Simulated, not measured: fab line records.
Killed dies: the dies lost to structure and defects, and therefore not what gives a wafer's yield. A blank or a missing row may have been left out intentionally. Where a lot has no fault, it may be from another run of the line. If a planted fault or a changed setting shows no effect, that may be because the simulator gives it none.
fab line records ; flow n5_finfet ; part 2 of 2: steps 18 to 26 of 26
record lots=5; wafers=15; last_day=21
route steps=1938 shown SD_EPI_P@295
lots that met no fault: taken from a fault-free run of the same line
start_h: hours from the record's opening day to when the first of the lot's shown wafers began ; wait_h: how many hours have passed since the lot's step before this one ; " the same as in the row above ; L1.1+2: a single row standing in for several wafers ; - either no value or no given start ; * or withheld: withheld ; < > ~ a bound
route shown NAME@n: a module of which the file shows steps, and the number in the route of the first ; usual: mean and standard deviation over wafers with no fault ; same: alike in all rows ; chamber/n: place in a boat ; sites: per-site readings ; _std_site: their standard deviation ; _edge_site: inner sites' mean taken away from outer sites' mean ; radius_mm: for every site, how far away it sits from the centre of the wafer ; mask NAME#n: copy n ; behind: tool/chamber where the wafer was last shaped ; hold: why the lot was held/for how many hours/how that ended ; device: whichever transistor did not switch (one of n, p or np) ; end of line: the same wafers' tests at the end of the route ; a step given without rows: its recipe and nothing more ; killed: the dies lost at the first sort to structure and to defects; this is not the yield of the wafer ; map: a wafer's dies, marking killed ones x, the rest . and places with no die _
set.NAME: the setting that was run; set.NAME@STEP: the one run at that earlier step ; model.NAME: the simulator's own value behind a step, which no gauge read
lots at selected steps of the route; one table per step, one row per wafer
services: a tool's chamber out of use, with start hour (start_h, from the record's first day; less than 0 if before it), hours out, and reason
## steps
# step N5_SD_EPI_P_ETCH_16
# recipe chemistry=CHF3/O2; target=SiO2; target_depth_a=50; mask_material=SOC; pressure_mtorr=30; source_w=650; bias_w=170; Ar_flow_sccm=200; CHF3_flow_sccm=50; O2_flow_sccm=5; ion_energy_ev=200
# usual drypump_motor_current_A=5.8/0.36; mfc_ar_sccm=200.0/0.58; oes_ar_750_au=0.81/0.091; oes_product_au=0.81/0.094; rf_fwd_power_W=642.4/2.4; rf_vpp_V=521/6.1; showerhead_plenum_p_Torr=2.40/0.07; throttle_valve_pct=18.92/0.19
lot.wafer;tool;chamber;start_h;wait_h;drypump_motor_current_A;mfc_ar_sccm;oes_ar_750_au;oes_product_au;rf_fwd_power_W;rf_hours_counter_h;rf_vpp_V;showerhead_plenum_p_Torr;throttle_valve_pct
L075.1;rie_diel-01;2;64.91;0.1;5.7;200.8;0.86;0.88;643.5;34;530;2.45;19.02
L075.3;rie_diel-01;3;64.91;0.1;6.0;200.5;0.71;0.70;644.0;247;514;2.46;19.04
L075.6;rie_diel-01;1;64.91;0.1;5.6;201.0;0.74;0.74;642.8;-;519;2.30;19.12
L079.2;rie_diel-03;1;84.73;0.1;5.2;200.0;0.73;0.72;638.3;190;531;2.49;18.70
L079.5;rie_diel-03;2;84.73;0.1;5.9;199.9;0.89;0.89;646.8;-;519;2.46;18.80
L079.6;rie_diel-03;3;84.73;0.1;6.2;200.4;0.85;0.85;643.9;-;517;2.34;18.63
L083.1;rie_diel-03;0;113.66;0.1;6.0;200.4;0.91;0.91;640.0;20;530;2.37;18.97
L083.5;rie_diel-03;0;113.66;0.1;6.0;199.7;0.91;0.91;644.9;-;529;2.37;18.96
L083.6;rie_diel-03;1;113.66;0.1;5.2;201.3;0.72;0.71;643.4;-;532;2.49;18.71
L092.3;rie_diel-06;2;162.30;0.1;5.5;198.9;0.81;0.81;640.6;101;522;2.44;18.83
L092.4;rie_diel-06;0;162.30;0.1;6.5;200.6;0.77;0.78;642.5;138;526;2.51;18.83
L092.6;rie_diel-06;1;162.30;0.1;6.3;200.1;0.97;0.97;642.5;-;514;2.37;18.91
L095.1;rie_diel-06;3;181.07;0.1;5.8;200.4;0.70;0.69;641.5;232;517;2.28;18.79
L095.2;rie_diel-06;2;181.07;0.1;5.5;199.4;0.81;0.80;640.3;107;521;2.43;18.83
L095.3;rie_diel-06;0;181.07;0.1;6.5;199.3;0.77;0.76;641.5;145;526;2.51;18.87
# step N5_SD_EPI_P_STRIP_50
# recipe chemistry=CHF3/O2; resist=SiARC; rf_frequency_hz=6e+07
lot.wafer;tool;chamber;start_h;wait_h
L075.1+3+6;rie_diel-01;2,3,1;64.95;0.0
L079.2+5+6;rie_diel-03;1,2,3;84.77;0.0
L083.1+5+6;rie_diel-03;0,0,1;113.70;0.0
L092.3+4+6;rie_diel-06;2,0,1;162.34;0.0
L095.1+2+3;rie_diel-06;3,2,0;181.11;0.0
# step N5_SD_EPI_P_SD_RECESS_17
# recipe chemistry=HBr/Cl2/O2; target_depth_a=391; bt_time_s=3; pressure_mtorr=10; icp_w=800; bias_w=112; HBr_flow_sccm=150; Cl2_flow_sccm=80; O2_flow_sccm=12
# usual drypump_motor_current_A=5.6/0.44; oes_product_au=1.004/0.017; rf_fwd_power_W=795.2/3; throttle_valve_pct=36.85/0.2
lot.wafer;tool;chamber;start_h;wait_h;drypump_motor_current_A;oes_product_au;rf_fwd_power_W;rf_hours_counter_h;throttle_valve_pct
L075.1;rie_si-04;3;64.98;0.0;5.3;0.978;793.2;167;37.02
L075.3;rie_si-04;1;64.98;0.0;6.2;1.022;797.3;113;36.65
L075.6;rie_si-04;2;64.98;0.0;5.0;1.027;793.6;-;36.98
L079.2;rie_si-02;2;84.80;0.0;5.9;1.015;796.1;170;36.56
L079.5;rie_si-02;3;84.80;0.0;4.8;0.999;797.3;-;37.01
L079.6;rie_si-02;0;84.80;0.0;5.7;1.003;792.2;-;37.07
L083.1;rie_si-02;0;113.73;0.0;5.7;0.999;795.4;99;37.06
L083.5;rie_si-02;0;113.73;0.0;5.7;1.001;795.4;-;37.07
L083.6;rie_si-02;1;113.73;0.0;5.4;1.026;795.5;-;36.69
L092.3;rie_si-02;3;162.37;0.0;4.9;1.001;797.6;28;37.01
L092.4;rie_si-02;0;162.37;0.0;5.8;1.001;796.4;100;37.07
L092.6;rie_si-02;3;162.37;0.0;4.9;1.000;797.6;-;37.02
L095.1;rie_si-06;1;181.14;0.0;6.1;0.989;794.6;51;36.93
L095.2;rie_si-06;2;181.14;0.0;6.1;0.982;792.0;89;36.48
L095.3;rie_si-06;3;181.14;0.0;5.9;1.019;795.0;135;36.96
# step N5_SD_EPI_P_WET_ETCH_45
# recipe chemistry=dHF; dilution=withheld; time_s=10.7; target=SiO2; target_depth_a=20; temp_c=25; dry=ipa_marangoni; rinse_time_s=30; rinse_temp_c=23
lot.wafer;tool;chamber;start_h;wait_h
L075.1+3+6;wet_bench-01;5,0,1;65.08;0.1
L079.2+5+6;wet_bench-02;5,3,0;84.90;0.1
L083.1+5+6;wet_bench-04;1,0,5;113.83;0.1
L092.3+4+6;wet_bench-01;7,6,2;162.46;0.1
L095.1+2+3;wet_bench-01;4,7,1;181.23;0.1
# step N5_SD_EPI_P_STRIP_40
# recipe chemistry=N2/H2; power_w=1000; temp_c=250; h2_frac=0.65; overash_fraction=0.3; pressure_mtorr=withheld; n2_flow_sccm=1750; h2_flow_sccm=3250
# usual drypump_motor_current_A=6.0/0.51; heater_power_w=304/17; n2_flow_sccm=1749/6; oes_product_au=0.761/0.012
lot.wafer;tool;chamber;start_h;wait_h;drypump_motor_current_A;heater_power_w;n2_flow_sccm;oes_product_au;rf_hours_counter_h
L075.1;plasma_asher-02;1;65.13;0.0;5.1;327;1748;0.745;38
L075.3;plasma_asher-02;0;65.13;0.0;6.6;321;1744;0.753;-
L075.6;plasma_asher-02;0;65.13;0.0;6.6;327;1742;0.761;-
L079.2;plasma_asher-01;0;84.95;0.0;6.1;284;1750;0.766;83
L079.5;plasma_asher-01;1;84.95;0.0;6.1;289;1751;0.772;-
L079.6;plasma_asher-01;0;84.95;0.0;6.1;285;1740;0.765;-
L083.1;plasma_asher-01;1;113.88;0.0;6.0;297;1763;0.735;90
L083.5;plasma_asher-01;1;113.88;0.0;6.0;308;1747;0.764;-
L083.6;plasma_asher-01;0;113.88;0.0;6.0;285;1746;0.760;-
L092.3;plasma_asher-02;0;162.54;0.0;6.6;321;1742;0.751;-
L092.4;plasma_asher-02;1;162.54;0.0;5.1;319;1754;0.749;-
L092.6;plasma_asher-02;0;162.54;0.0;6.6;319;1746;0.745;-
L095.1;plasma_asher-01;0;181.28;0.0;6.1;288;1758;0.762;103
L095.2;plasma_asher-01;1;181.28;0.0;6.0;296;1760;0.785;103
L095.3;plasma_asher-01;0;181.28;0.0;6.0;288;1754;0.762;-
# step N5_SD_EPI_P_PRECLEAN_52
# recipe chemistry=O3/DIW; time_s=60; temp_c=22; o3_ppm=10
lot.wafer;tool;chamber;start_h;wait_h
L075.1+3+6;wet_bench-02;6,2,0;65.21;-
L079.2+5+6;wet_bench-01;4,6,7;85.04;-
L083.1+5+6;wet_bench-04;0,5,2;113.97;-
L092.3+4+6;wet_bench-02;5,7,6;162.61;-
L095.1+2+3;wet_bench-04;6,2,3;181.37;-
# step N5_SD_EPI_P_SRD_20
# recipe dry=ipa_marangoni; do_ppb=5; time_s=30; temp_c=23; rinse_liquid=diw
lot.wafer;tool;chamber;start_h;wait_h
L075.1+3+6;wet_bench-02;6,2,0;65.23;0.0
L079.2+5+6;wet_bench-01;4,6,7;85.06;0.0
L083.1+5+6;wet_bench-04;0,5,2;113.99;0.0
L092.3+4+6;wet_bench-02;5,7,6;162.62;0.0
L095.1+2+3;wet_bench-04;6,2,3;181.39;0.0
# step N5_SD_EPI_P_PRECLEAN_51
# recipe chemistry=NF3:NH3; afs_cycles=1; temp_c=30; time_s=20; sublimation_temp_c=180; sublimation_time_s=60; pressure_torr=3; rf_power_w=30
# usual rf_fwd_power_W=29.82/0.083
lot.wafer;tool;chamber;start_h;wait_h;rf_fwd_power_W
L075.1;epi_rpcvd-01;0;65.28;0.0;29.86
L075.3;epi_rpcvd-01;0;65.28;0.0;29.79
L075.6;epi_rpcvd-01;0;65.28;0.0;29.84
L079.2;epi_rpcvd-01;0;85.14;0.1;29.84
L079.5;epi_rpcvd-01;0;85.14;0.1;29.78
L079.6;epi_rpcvd-01;0;85.14;0.1;29.76
L083.1;epi_rpcvd-01;0;114.03;0.0;29.78
L083.5;epi_rpcvd-01;0;114.03;0.0;29.90
L083.6;epi_rpcvd-01;0;114.03;0.0;29.80
L092.3;epi_rpcvd-04;0;162.73;0.1;29.76
L092.4;epi_rpcvd-04;0;162.73;0.1;29.82
L092.6;epi_rpcvd-04;0;162.73;0.1;29.78
L095.1;epi_rpcvd-01;0;181.44;0.0;29.99
L095.2;epi_rpcvd-01;0;181.44;0.0;29.92
L095.3;epi_rpcvd-01;0;181.44;0.0;29.95
# step N5_SD_EPI_P_VAPOR_ETCH_44
# recipe chemistry=NF3/Ar; target=SiGe30; temp_c=25; time_s=3.3; mode=isotropic
lot.wafer;tool;chamber;start_h;wait_h
L075.1+3+6;epi_rpcvd-01;0;65.52;0.2
L079.2+5+6;epi_rpcvd-01;0;85.32;0.1
L083.1+5+6;epi_rpcvd-01;0;114.21;0.1
L092.3+4+6;epi_rpcvd-04;0;162.91;0.1
L095.1+2+3;epi_rpcvd-01;0;181.68;0.2
## services
tool;chamber;start_h;hours;kind
arfi_scanner-01;-;40.37;1.0;pm
arfi_scanner-01;-;42.89;2.4;repair
arfi_scanner-02;-;48.22;1.0;pm
arfi_scanner-03;-;48.63;1.0;pm
rie_diel-01;1;48.99;5.8;repair
arfi_scanner-03;-;50.01;0.8;repair
arfi_scanner-01;-;51.57;0.8;pm
arfi_scanner-02;-;57.69;0.8;pm
plasma_asher-01;-;58.58;1.2;repair
arfi_scanner-03;-;62.51;0.6;repair
arfi_scanner-03;-;63.49;0.8;pm
epi_rpcvd-04;-;65.16;6.0;pm
arfi_scanner-03;-;66.44;1.5;pm
rie_si-02;1;70.28;20.1;repair
epi_rpcvd-04;-;72.40;1.5;repair
rie_diel-03;-;82.64;0.7;repair
arfi_scanner-03;-;102.40;0.9;repair
rie_diel-03;3;106.94;1.8;repair
rie_diel-03;0;125.34;6.0;repair
arfi_scanner-03;-;130.12;1.0;pm
arfi_scanner-03;-;131.12;1.3;pm
epi_rpcvd-04;-;132.34;1.8;repair
rie_diel-01;2;154.65;6.9;repair
plasma_asher-01;-;159.51;2.8;pm
